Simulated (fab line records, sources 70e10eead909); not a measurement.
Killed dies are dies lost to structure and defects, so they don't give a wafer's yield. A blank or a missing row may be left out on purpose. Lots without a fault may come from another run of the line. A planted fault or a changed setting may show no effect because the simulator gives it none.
fab line records | flow nand_harc
record lots=12 wafers=36 last_day=25
route steps=1159 shown P_BONDPAD@374 A_ZERO_WELL@403 A_ONON_D1@446 A_CHANNEL_HOLE_D1@469 END@1159
lots that met no fault: from a run of the same line without faults
start_h: hours from the record's first day to the start of the lot's first wafer shown | wait_h: hours since the lot's step before | " the same as in the row above | L1.1+2: a row that stands for several wafers | - no value, or no start given | * or withheld: withheld | < > ~ a bound
route shown NAME@n: a module of which the file shows steps, and the number in the route of the first | usual: mean/standard deviation of fault-free wafers | same: alike in all rows | chamber/n: place in a boat | sites: the reading at each site | _std_site: their standard deviation | _edge_site: outer sites' mean less inner sites' | radius_mm: how far each site lies from the wafer's centre | mask NAME#n: copy n | behind: the tool/chamber that last shaped the wafer | hold: why the lot was held/for how many hours/how that ended | device: the transistor (n, p or np) that didn't switch | end of line: the same wafers' tests at the end of the route | a step without rows: its recipe alone | killed: dies lost to structure and defects at the first sort, not the wafer's yield | map: a wafer's dies, x killed, . not, _ none there
set.NAME: the setting as run; set.NAME@STEP: as run at that earlier step | model.NAME: the simulator's own value behind a step, which no gauge read
steps of the route over a sample of lots; a table a step, a row a wafer
services: from which hour (start_h, from the record's first day; less than 0 if before it) a tool's chamber was out of use, for how many hours, and why
## steps
# step NHARC_P_BONDPAD_DEGAS_25
# recipe temp_c=300 time_s=60
# usual heater_power_w=491/62
# columns lot.wafer tool chamber start_h wait_h heater_power_w
L200.1 pvd_sputter-03 - 130.64 - 550
L200.2 " - " " 407
L200.6 " - " " 411
L201.2 pvd_sputter-02 - 134.89 - 515
L201.4 " - " " 567
L201.5 " - " " 556
L203.2 pvd_sputter-02 - 147.44 - 554
L203.4 " - " " 538
L203.6 " - " " 524
L202.1 pvd_sputter-02 - 150.31 - 527
L202.3 " - " " 551
L202.6 " - " " 546
L206.1 pvd_sputter-02 - 169.11 - 546
L206.5 " - " " 553
L206.6 " - " " 521
L212.2 pvd_sputter-03 - 208.75 - 414
L212.1 " - " " 490
L212.4 " - " " 396
L215.2 pvd_sputter-01 - 221.68 - 473
L215.4 " - " " 559
L215.6 " - " " 476
L216.4 pvd_sputter-01 - 225.76 - 549
L216.2 " - " " 475
L216.1 " - " " 413
L220.1 pvd_sputter-01 - 254.45 - 566
L220.3 " - " " 418
L220.5 " - " " 471
L222.1 pvd_sputter-02 - 258.18 - 552
L222.5 " - " " 507
L222.6 " - " " 548
L221.4 pvd_sputter-03 - 258.47 - 409
L221.1 " - " " 491
L221.6 " - " " 560
L223.4 pvd_sputter-01 - 271.70 - 479
L223.2 " - " " 504
L223.5 " - " " 560
# step NHARC_A_ZERO_WELL_DESCUM_12
# recipe time_s=3 o2_flow_sccm=200 ar_flow_sccm=0 bias_power_w=0 chemistry=O2
# usual drypump_motor_current_A=5.8/0.35 oes_product_au=0.994/0.013 rf_vpp_V=57.9/0.88 showerhead_plenum_p_Torr=1.94/0.077 throttle_valve_pct=11.312/0.0088
# columns lot.wafer tool chamber start_h wait_h drypump_motor_current_A oes_product_au rf_hours_counter_h rf_vpp_V showerhead_plenum_p_Torr throttle_valve_pct
L200.2 rie_diel-01 0 133.75 - 6.1 1.003 11 59.1 2.01 11.300
L200.1 " 1 " " 5.4 0.981 9 58.1 1.96 11.304
L200.6 " 1 " " 5.4 0.990 - 57.8 1.96 11.329
L201.2 rie_diel-12 3 138.32 - 5.1 0.985 7 57.8 1.78 11.305
L201.4 " 2 " " 5.5 0.974 7 59.7 1.87 11.312
L201.5 " 3 " " 5.1 0.982 - 57.4 1.78 11.305
L203.4 rie_diel-02 3 150.53 - 5.8 0.992 19 56.6 1.93 11.317
L203.2 " 2 " " 5.9 1.000 16 58.4 2.04 11.320
L203.6 " 3 " " 5.8 0.988 - 56.9 1.93 11.322
L202.3 rie_diel-12 1 153.63 - 5.6 0.994 8 59.4 1.92 11.311
L202.1 " 0 " " 5.9 1.007 8 58.0 1.93 11.319
L202.6 " 1 " " 5.6 0.982 - 58.0 1.92 11.300
L206.1 rie_diel-12 3 172.28 - 5.1 0.970 10 57.2 1.78 11.296
L206.6 " 2 " " 5.5 0.969 - 56.1 1.86 11.317
L206.5 " 3 " " 5.1 0.976 - 56.9 1.78 11.313
L212.1 rie_diel-02 3 212.09 - 5.7 1.022 5 59.6 1.93 11.322
L212.4 " 1 " " 6.5 0.989 6 57.3 1.86 11.308
L212.2 " 2 " " 5.9 0.990 5 58.5 2.04 11.292
L215.4 rie_diel-01 0 224.78 - 6.1 1.001 6 58.4 2.00 11.312
L215.2 " 1 " " 5.4 1.002 6 57.8 1.96 11.322
L215.6 " 0 " " 6.1 1.001 - 58.0 2.00 11.304
L216.4 rie_diel-02 0 228.80 - 5.9 1.019 7 57.7 2.02 11.304
L216.2 " 1 " " 6.5 0.994 6 56.4 1.86 11.310
L216.1 " 2 " " 5.9 0.997 6 59.2 2.04 11.323
L220.3 rie_diel-01 1 257.53 - 5.5 0.986 8 59.0 1.96 11.306
L220.1 " 3 " " 5.8 0.990 9 58.2 1.91 11.312
L220.5 " 0 " " 6.1 0.998 - 58.2 2.00 11.304
L222.1 rie_diel-12 3 261.25 - 5.1 0.998 3 57.3 1.78 11.324
L222.6 " 1 " " 5.7 0.998 - 59.4 1.92 11.307
L222.5 " 2 " " 5.5 1.005 - 58.9 1.86 11.307
L221.4 rie_diel-02 0 261.56 - 5.8 1.017 10 57.3 2.02 11.317
L221.1 " 3 " " 5.7 1.004 9 58.5 1.93 11.311
L221.6 " 1 " " 6.5 0.982 - 56.0 1.86 11.341
L223.4 rie_diel-02 0 274.78 - 5.8 1.018 11 57.8 2.02 11.327
L223.2 " 1 " " 6.5 0.987 11 58.0 1.86 11.328
L223.5 " 0 " " 5.8 1.012 - 59.1 2.02 11.328
# step NHARC_A_ONON_D1_DEP_33
# recipe target_thk_a=2000 temp_c=400 pressure_torr=6.5 rf_w=900 teos_flow_sccm=161.4 flow_sccm=2650 target_thk_nm=200 gas=O2 material=SiO2
# usual heater_power_w=575/79 rf_fwd_power_W=897.9/3 showerhead_vpp_V=1895/120 throttle_valve_pct=16.2/0.51
# columns lot.wafer tool chamber start_h wait_h heater_power_w rf_fwd_power_W showerhead_vpp_V throttle_valve_pct
L200.1 pecvd-03 0 167.83 0.1 507 902.3 1824 16.9
L200.2 " 2 " " 738 899.0 1765 16.5
L200.6 " 1 " " 628 897.7 1799 15.9
L201.2 pecvd-03 1 176.11 0.1 627 901.7 1813 15.6
L201.4 " 0 " " 417 900.0 1821 17.0
L201.5 " 1 " " 627 903.6 1847 15.5
L202.1 pecvd-02 0 184.78 0.1 504 898.4 1993 16.2
L202.3 " 2 " " 522 904.1 2049 15.5
L202.6 " 1 " " 493 901.9 2170 15.9
L203.2 pecvd-03 0 184.80 0.1 540 901.4 1796 17.1
L203.4 " 1 " " 652 895.0 1818 15.9
L203.6 " 2 " " 600 895.3 1760 16.8
L206.1 pecvd-01 0 209.38 0.1 574 901.4 1903 16.3
L206.6 " 0 " " 615 897.5 1918 16.4
L206.5 " 1 " " 617 895.7 1766 15.2
L212.1 pecvd-03 0 250.20 0.1 440 1006.8 1900 17.0
L212.2 " 1 " " 542 897.6 1793 15.8
L212.4 " 2 " " 733 897.1 1789 16.9
L215.2 pecvd-02 1 258.02 0.1 482 897.9 2184 15.9
L215.6 " 1 " " 501 898.4 2107 16.1
L215.4 " 0 " " 447 899.7 1979 16.1
L216.2 pecvd-01 2 267.00 0.2 541 893.3 1881 15.8
L216.1 " 0 " " 577 898.7 1909 16.6
L216.4 " 0 " " 581 899.8 1899 16.6
L220.1 pecvd-01 0 291.58 0.1 654 894.3 1910 16.4
L220.3 " 2 " " 559 894.7 1850 16.1
L220.5 " 1 " " 686 897.5 1788 15.5
L221.1 pecvd-02 0 296.66 0.3 447 900.4 1950 16.7
L221.4 " 2 " " 523 896.4 2041 15.6
L221.6 " 1 " " 580 896.9 2127 16.2
L222.1 pecvd-01 2 296.72 0.4 534 897.8 1880 16.2
L222.6 " 2 " " 542 899.8 1874 16.1
L222.5 " 1 " " 630 902.9 1778 15.5
L223.2 pecvd-03 1 319.15 0.1 599 902.9 1797 15.7
L223.4 " 0 " " 492 899.1 1785 16.8
L223.5 " 1 " " 609 903.9 1805 16.2
# step NHARC_A_CHANNEL_HOLE_D1_ETCH_16
# recipe target_depth_a=31000 over_etch_frac=0.3 time_s=806 ion_energy_ev=150 o2_flow_sccm=400 cos_flow_sccm=20 ar_flow_sccm=0 rf_w=500 bias_w=300 chemistry=O2/COS
# usual drypump_motor_current_A=5.79/0.25 oes_product_au=1.001/0.013 rf_vpp_V=314.0/2 showerhead_plenum_p_Torr=3.11/0.14 throttle_valve_pct=28.330/0.0092
# columns lot.wafer tool chamber start_h wait_h drypump_motor_current_A oes_product_au rf_hours_counter_h rf_vpp_V showerhead_plenum_p_Torr throttle_valve_pct
L200.2 rie_diel-11 1 - - 5.87 1.009 10 314.0 3.19 28.319
L200.1 " 2 " " 5.51 1.001 10 311.8 2.97 28.337
L200.6 " 0 " " 5.80 0.988 - 312.6 3.02 28.335
L201.2 rie_diel-07 3 - - 6.29 1.012 9 311.4 2.93 28.345
L201.5 " 1 " " 5.99 1.007 - 313.2 3.00 28.330
L201.4 " 2 " " 6.03 0.988 - 314.1 3.15 28.337
L203.2 rie_diel-09 3 - - 5.32 0.983 7 317.0 3.35 28.336
L203.4 " 1 " " 5.60 1.009 9 312.7 3.00 28.323
L203.6 " 3 " " 5.32 0.993 - 317.2 3.35 28.345
L202.1 rie_diel-09 2 189.81 - 5.72 0.979 8 311.5 3.04 28.322
L202.3 " 3 " " 5.31 0.988 7 318.6 3.35 28.325
L202.6 " 0 " " 5.84 1.024 - 317.3 3.35 28.318
L206.1 rie_diel-07 0 - - 5.65 1.004 10 313.9 3.12 28.330
L206.5 " 2 " " 6.10 0.995 - 314.0 3.15 28.331
L206.6 " 3 " " 6.30 1.018 - 311.1 2.93 28.331
L212.1 rie_diel-07 0 - - 5.62 0.963 2 315.0 3.12 28.321
L212.4 " 1 " " 5.99 0.990 2 312.7 3.00 28.313
L212.2 " 3 " " 6.27 0.991 2 309.8 2.92 28.329
L215.2 rie_diel-11 1 - - 5.85 1.005 5 313.6 3.19 28.332
L215.4 " 0 " " 5.79 1.000 5 312.9 3.02 28.336
L215.6 " 2 " " 5.58 1.001 - 312.8 2.97 28.328
L216.2 rie_diel-07 1 - - 5.92 1.006 4 313.4 3.00 28.337
L216.4 " 2 " " 6.06 1.013 3 315.8 3.14 28.323
L216.1 " 3 " " 6.27 0.997 3 310.4 2.92 28.322
L220.1 rie_diel-09 0 - - 5.86 1.014 3 316.0 3.35 28.309
L220.3 " 1 " " 5.64 1.010 3 311.9 3.00 28.319
L220.5 " 2 " " 5.74 1.006 - 313.7 3.04 28.337
L221.1 rie_diel-07 3 - - 6.27 0.996 5 310.6 2.92 28.335
L221.4 " 3 " " 6.29 1.000 - 310.9 2.92 28.330
L221.6 " 2 " " 6.10 1.024 - 313.9 3.14 28.320
L222.1 rie_diel-11 3 - - 5.63 1.011 5 317.4 3.28 28.342
L222.5 " 2 " " 5.49 0.997 - 311.3 2.97 28.334
L222.6 " 3 " " 5.60 1.007 - 317.3 3.28 28.311
L223.4 rie_diel-07 1 - - 6.00 1.008 6 312.0 3.00 28.337
L223.2 " 2 " " 6.13 0.996 7 313.4 3.14 28.318
L223.5 " 1 " " 5.97 1.011 - 311.4 3.00 28.327
# step NHARC_END_SORT_01
# recipe temp_c=25
# usual killed_at_array=24/8.7 killed_at_other=0.8/1.2 killed_at_periphery=3.6/2.3 killed_dies=28/8.9 killed_open=3.2/1.9 killed_short=2.0/1.6
# same gross_dies=677
# columns lot.wafer tool chamber start_h wait_h killed_at_array killed_at_other killed_at_periphery killed_dies killed_open killed_short
L212.4 prober-02 0 556.40 3.4 20 1 6 27 3 1
# killed by level:class
L212.4 A_CHANNEL_HOLE_D1:chamber_film_flake=14 P_M1:chamber_film_flake=4 A_CONTACT:chamber_film_flake=3 P_M1:geometric_particle:open=1 P_BONDPAD:geometric_particle:open=1 A_CHANNEL_FILL_D1:geometric_particle:short=1 A_CONTACT:geometric_particle:open=1 A_M0:chamber_film_flake=1
## services
# columns tool chamber start_h hours kind
rie_diel-07 1 109.51 13.7 repair
pecvd-03 - 111.00 13.0 pm
rie_diel-07 0 112.30 3.6 repair
pvd_sputter-01 - 118.21 63.5 repair
rie_diel-07 2 123.05 2.3 repair
rie_diel-01 - 137.82 9.0 pm
rie_diel-12 - 144.09 0.6 repair
rie_diel-02 - 150.78 9.0 pm
rie_diel-07 0 179.41 14.2 repair
pvd_sputter-01 - 181.74 10.0 pm
pvd_sputter-01 - 199.24 6.4 repair
rie_diel-12 - 202.41 9.0 pm
pvd_sputter-02 - 217.21 10.0 pm
rie_diel-02 1 219.32 3.7 repair
rie_diel-02 1 223.10 4.4 repair
rie_diel-07 - 228.20 9.0 pm
pecvd-01 - 237.32 13.0 pm
rie_diel-12 0 259.94 7.4 repair
pecvd-03 - 260.87 1.9 repair
rie_diel-12 1 282.08 6.6 repair
pecvd-03 - 292.08 13.0 pm
rie_diel-07 1 296.98 9.8 repair
pecvd-01 0 309.91 8.5 repair
rie_diel-12 1 313.79 10.2 repair
## key
first_sign step=NHARC_A_ONON_D1_DEP_33 reading=rf_fwd_power_W direction=up sigmas=37 usual=* struck=*
effect none on later readings
met_at NHARC_A_ONON_D1_DEP_33
struck_lots L212
struck_wafers L212.1
tester_left_out L212
not_acting_at NHARC_P_BONDPAD_DEGAS_25,NHARC_A_ZERO_WELL_DESCUM_12,NHARC_A_CHANNEL_HOLE_D1_ETCH_16
onset_between 184.80 250.20
fault kind=process_parameter_drift tool=pecvd-03 chamber=0 onset_h=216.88 steps=NHARC_A_ONON_D1_DEP_33 channel=rf_w offset=* shape=step end_h=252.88 acts_in=* stated=*
# tester_left_out: of these lots the tester's yield and bins aren't shown, on N5 and GAA mostly nor the transistor test; their killed dies are dies lost to structure and defects alone, not to doping, threshold or leakage, so they don't give the yield
